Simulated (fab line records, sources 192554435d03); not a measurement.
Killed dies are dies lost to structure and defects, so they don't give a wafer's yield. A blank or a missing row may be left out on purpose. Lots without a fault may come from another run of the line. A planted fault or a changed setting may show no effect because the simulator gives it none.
Which tool did it? | flow n5_finfet | 10 lots, 30 wafers sampled, at 5 steps of a route of 1938

WHAT THE GAUGES READ, wafer by wafer
N5_BEOL_M14_THK_MEAS_50: measures by xrf. Usual: M14_THK 566 nm, standard deviation 19.
lot  | measured     | on            | M14_THK (nm) | flag
L803 | day 11 20:35 | film_metro-01 | 544 588 592  |
L805 | day 12 05:11 | film_metro-01 | 550 562 552  |
L806 | day 12 12:13 | film_metro-02 | 566 558 569  |
L807 | day 12 21:04 | film_metro-01 | 548 547 558  |
L808 | day 13 08:01 | film_metro-02 | 565 533 574  |
L811 | day 13 17:56 | film_metro-01 | 545 595 599  |
L809 | day 13 20:54 | film_metro-02 | 572 534 568  |
L820 | day 16 00:43 | film_metro-01 | 585 541 585  |
L822 | day 16 23:45 | film_metro-02 | 530 537 585  |
L823 | day 17 00:43 | film_metro-01 | 569 570 582  |

WHICH TOOL RAN EACH LOT (tool, then ch and the chambers of the sampled wafers, then the start)
lot  | N5_BEOL_M14_STRIP_37               | N5_BEOL_M14_ETCH_38                           | N5_BEOL_M14_SPUTTER_43       | N5_BEOL_M14_CMP_49
L803 | rie_diel-03 ch 1,2,3, day 11 18:56 | rie_diel-03 ch 1,2,3, day 11 19:28 or earlier | pvd_sputter-01, day 11 19:28 | cmp-03 ch 1,2, day 11 20:20
L805 | rie_diel-02 ch 0,3, day 12 02:05   | rie_diel-02 ch 0,3, day 12 04:08 or earlier   | pvd_sputter-02, day 12 04:08 | cmp-03 ch 0,1, day 12 04:54
L806 | rie_diel-06 ch 1,2, day 12 10:13   | rie_diel-06 ch 1,2, day 12 11:09 or earlier   | pvd_sputter-02, day 12 11:09 | cmp-02 ch 0,1, day 12 11:55
L807 | rie_diel-03 ch 0,2,3, day 12 18:47 | rie_diel-03 ch 0,2,3, day 12 19:26 or earlier | pvd_sputter-02, day 12 19:26 | cmp-03 ch 0,1,2, day 12 20:46
L808 | rie_diel-03 ch 1,2, day 13 06:13   | rie_diel-03 ch 1,2, day 13 06:57 or earlier   | pvd_sputter-02, day 13 06:57 | cmp-02 ch 1,2,3, day 13 07:47
L811 | rie_diel-03 ch 0,1,2, day 13 15:59 | rie_diel-03 ch 0,1,2, day 13 16:53 or earlier | pvd_sputter-02, day 13 16:53 | cmp-03 ch 1,2,3, day 13 17:41
L809 | rie_diel-02 ch 1,2,3, day 13 19:19 | rie_diel-02 ch 1,2,3, day 13 19:50 or earlier | pvd_sputter-02, day 13 19:50 | cmp-03 ch 1,3, day 13 20:36
L820 | rie_diel-02 ch 0,1,3, day 15 23:09 | rie_diel-02 ch 0,1,3, day 15 23:39 or earlier | pvd_sputter-03, day 15 23:39 | cmp-03 ch 0,1,2, day 16 00:27
L822 | rie_diel-06 ch 0,2,3, day 16 21:59 | rie_diel-06 ch 0,2,3, day 16 22:30 or earlier | pvd_sputter-03, day 16 22:30 | cmp-03 ch 0,1,2, day 16 23:32
L823 | rie_diel-06 ch 0,2,3, day 16 22:36 | rie_diel-06 ch 0,2,3, day 16 23:25 or earlier | pvd_sputter-03, day 16 23:25 | cmp-03 ch 0,2,3, day 17 00:32
- N5_BEOL_M14_STRIP_37: strips in O2.
- N5_BEOL_M14_ETCH_38: etches SiCN in CF4/N2, target depth 106.5 nm, time 120.6 s.
- N5_BEOL_M14_SPUTTER_43: material TaN, target thk 15 nm, time 24.19 s.
- N5_BEOL_M14_CMP_49: polishes, stops on SiO2, t overpolish 5.2 s, target thk 560 nm.

WHAT THE TOOLS THEMSELVES READ (means of the sampled wafers that have a number; where no wafer has one, the mark that the record gives instead)
N5_BEOL_M14_STRIP_37. Usual: drypump_motor_current_A 5.56 A, standard deviation 0.29; oes_product_au 0.81 a.u., standard deviation 0.081; rf_vpp_V 3.7 V, standard deviation 0.98; showerhead_plenum_p_Torr 2.07 Torr, standard deviation 0.069; throttle_valve_pct 16.62 %, standard deviation 0.27.
lot  | tool        | drypump_motor_current_A (A) | oes_product_au (a.u.) | rf_vpp_V (V) | showerhead_plenum_p_Torr (Torr) | throttle_valve_pct (%) | flag
L803 | rie_diel-03 | 5.62                        | 0.78                  | 3.0          | 2.06                            | 16.58                  |
L805 | rie_diel-02 | 5.71                        | 0.75                  | 5.0          | 1.98                            | 16.73                  |
L806 | rie_diel-06 | 5.43                        | 0.83                  | 2.7          | 2.12                            | 16.57                  |
L807 | rie_diel-03 | 5.59                        | 0.83                  | 3.1          | 2.10                            | 16.41                  |
L808 | rie_diel-03 | 5.55                        | 0.81                  | 3.4          | 2.08                            | 16.58                  |
L811 | rie_diel-03 | 5.34                        | 0.82                  | 4.6          | 2.10                            | 16.51                  |
L809 | rie_diel-02 | 5.57                        | 0.82                  | 3.6          | 2.03                            | 16.72                  |
L820 | rie_diel-02 | 5.54                        | 0.82                  | 3.8          | 2.08                            | 16.73                  |
L822 | rie_diel-06 | 5.83                        | 0.80                  | 3.8          | 2.11                            | 16.57                  |
L823 | rie_diel-06 | 5.84                        | 0.80                  | 3.8          | 2.11                            | 16.57                  |

N5_BEOL_M14_ETCH_38. Usual: drypump_motor_current_A 5.56 A, standard deviation 0.29; oes_product_au 0.81 a.u., standard deviation 0.086; rf_vpp_V 381.8 V, standard deviation 2; showerhead_plenum_p_Torr 2.19 Torr, standard deviation 0.074; throttle_valve_pct 15.41 %, standard deviation 0.27.
lot  | tool        | drypump_motor_current_A (A) | oes_product_au (a.u.) | rf_vpp_V (V) | showerhead_plenum_p_Torr (Torr) | throttle_valve_pct (%) | flag
L803 | rie_diel-03 | 5.62                        | 0.76                  | 382.2        | 2.17                            | 15.34                  |
L805 | rie_diel-02 | 5.71                        | 0.75                  | 379.3        | 2.11                            | 15.62                  |
L806 | rie_diel-06 | 5.45                        | 0.85                  | 383.3        | 2.24                            | 15.36                  |
L807 | rie_diel-03 | 5.57                        | 0.82                  | 382.5        | 2.22                            | 15.24                  |
L808 | rie_diel-03 | 5.57                        | 0.80                  | 381.4        | 2.19                            | 15.32                  |
L811 | rie_diel-03 | 5.33                        | 0.82                  | 381.5        | 2.20                            | 15.23                  |
L809 | rie_diel-02 | 5.56                        | 0.84                  | 379.7        | 2.15                            | 15.51                  |
L820 | rie_diel-02 | 5.55                        | 0.82                  | 382.1        | 2.21                            | 15.57                  |
L822 | rie_diel-06 | 5.82                        | 0.82                  | 382.1        | 2.22                            | 15.34                  |
L823 | rie_diel-06 | 5.84                        | 0.81                  | 382.6        | 2.22                            | 15.35                  |

N5_BEOL_M14_SPUTTER_43. Usual: throttle_valve_pct 29.8 %, standard deviation 0.74.
lot  | tool           | throttle_valve_pct (%) | flag
L803 | pvd_sputter-01 | 29.3                   |
L805 | pvd_sputter-02 | 29.6                   |
L806 | pvd_sputter-02 | 30.2                   |
L807 | pvd_sputter-02 | 29.4                   |
L808 | pvd_sputter-02 | 29.9                   |
L811 | pvd_sputter-02 | 30.3                   |
L809 | pvd_sputter-02 | 29.2                   |
L820 | pvd_sputter-03 | 30.7                   |
L822 | pvd_sputter-03 | 30.5                   |
L823 | pvd_sputter-03 | 30.3                   |

N5_BEOL_M14_CMP_49. Usual: barrier_field_endpoint_s 11.3 s, standard deviation 0.42; motor_current_A 8.2 A, standard deviation 0.8.
lot  | tool   | barrier_field_endpoint_s (s) | motor_current_A (A) | flag
L803 | cmp-03 | 10.8                         | 7.3                 |
L805 | cmp-03 | 11.1                         | 7.1                 |
L806 | cmp-02 | 11.6                         | 8.0                 |
L807 | cmp-03 | 10.8                         | 7.2                 |
L808 | cmp-02 | 11.4                         | 7.8                 |
L811 | cmp-03 | 11.2                         | 8.2                 |
L809 | cmp-03 | 10.3                         | 8.6                 |
L820 | cmp-03 | 11.1                         | 7.7                 |
L822 | cmp-03 | 11.0                         | 7.6                 |
L823 | cmp-03 | 10.9                         | 8.4                 |

THE ANSWER, worked out from the rows above alone
Rule: a lot is off if the mean of its wafers that have a number lies more than 3 standard deviations from the usual mean. A lot without any number at a reading at which 4 lots or more have one is off too. The other lots that the step has rows for count as sound. The gauges are gone through in route order, then the tools' own readings, and for those a lot's mean is taken as printed above. The first step at which some lot is off is used, and at that step the reading that is off furthest; a lot without a number counts as furthest.
No lot is off at any reading shown: from this, nothing can be told.

WHAT THE SIMULATOR HAD PUT IN
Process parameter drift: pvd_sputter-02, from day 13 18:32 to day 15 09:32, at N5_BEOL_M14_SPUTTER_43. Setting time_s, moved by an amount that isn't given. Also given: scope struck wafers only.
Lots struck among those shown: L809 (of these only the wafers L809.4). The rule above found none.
